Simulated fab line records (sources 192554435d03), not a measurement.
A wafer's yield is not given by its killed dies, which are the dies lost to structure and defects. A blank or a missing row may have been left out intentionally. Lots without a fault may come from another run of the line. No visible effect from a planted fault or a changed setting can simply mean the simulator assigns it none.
Struck lot and sound lot, side by side || flow n5Finfet || 14 out of 1938 route steps
Sound: wafers L182.2, L182.4, L182.6. Struck: wafers L187.4, L187.5, L187.6. Last of all comes the cause.
For every step that has rows: the tool of each side, followed by ch and its chambers, followed by its first start. Under that, the readings that differ: sound wafers || struck wafers || difference of the means || sigmas: that difference in standard deviations of wafers without a fault.
alike: a reading whose means differ by less than 2 such deviations, as well as words and numbers matching on both sides. not compared: withheld readings; readings where some wafer has no value; bounds like >300 that might hide an equal value; numbers whose values overlap and for which the record gives no deviation.
Wherever a step has rows on one side only, a row that says differs or no value, or a row with sigmas, the two part there. Numbers that have no deviation but don't overlap get no sigmas and don't part them. Lack of a reading on every wafer of one side parts them only where that side has two or more wafers.

N5_MIM_BOT_ETCH_STRIP_01: strips in O2.
  sound on rieDiel-02 ch 0,1, day 12 16:55; struck on rieDiel-01 ch 0,1, day 14 12:32
  alike: drypumpMotorCurrentA, o2FlowSccm, oesProductAu, rfVppV, showerheadPlenumPTorr, throttleValvePct
  not compared: rfHoursCounterH
then, 3 steps without rows for these wafers: N5_MIM_BOT_ETCH_STRIP_02 (strips in post etch residue remover, time 1200 s); N5_MIM_BOT_ETCH_CLEAN_05 (cleans in IPA, time 180 s); N5_MIM_BOT_ETCH_SRD_06 (time 30 s).
N5_PASSIVATION_PECVD_55: deposits SiO2 from SiH4/N2O, target thk 400 nm, time 22.5 s.
  sound on pecvd-01 ch 0,1, day 12 17:25; struck on pecvd-04 ch 0,1,2, day 14 13:04
  alike: heaterPowerOuterW, heaterPowerW, showerheadPlenumPTorr, susceptorTempC, throttleValvePct
  not compared: sinceWetCleanH
N5_PASSIVATION_PECVD_01: deposits SiNx from SiH4/NH3/N2, target thk 200 nm, time 43.2 s.
  sound on pecvd-01 ch 0,1, day 12 17:28; struck on pecvd-04 ch 0,1,2, day 14 13:06
  alike: heaterPowerOuterW, heaterPowerW, showerheadPlenumPTorr, susceptorTempC, throttleValvePct
  not compared: sinceWetCleanH
then, 6 steps without rows for these wafers: N5_PASSIVATION_HMDS_03 (time 60 s); N5_PASSIVATION_COAT_04; N5_PASSIVATION_EBR_06; N5_PASSIVATION_SOFTBAKE_05 (time 90 s); N5_PASSIVATION_EXPOSE_07 (exposes mask TV, defocus 0 nm, target cd 3000 nm); N5_PASSIVATION_PEB_08.
N5_PASSIVATION_DEVELOP_09: develop time 60 s.
  struck on lithoTrack-03, day 14 18:19; sound on lithoTrack-03 ch 0, day 12 17:42
  no value came back on the struck wafers for chillPlateTempC (C), developTimeS (s); on the sound wafers chillPlateTempC (C) reads 22.94 22.76 22.92
  not compared: model.coat_of_PASSIVATION_COAT_04.thkNm
then, 1 step without rows for these wafers: N5_PASSIVATION_HARDBAKE_11 (time 120 s).

## WHERE THEY PART
Only at N5_PASSIVATION_DEVELOP_09, as far as this record shows.

WHY: what the simulator had put in
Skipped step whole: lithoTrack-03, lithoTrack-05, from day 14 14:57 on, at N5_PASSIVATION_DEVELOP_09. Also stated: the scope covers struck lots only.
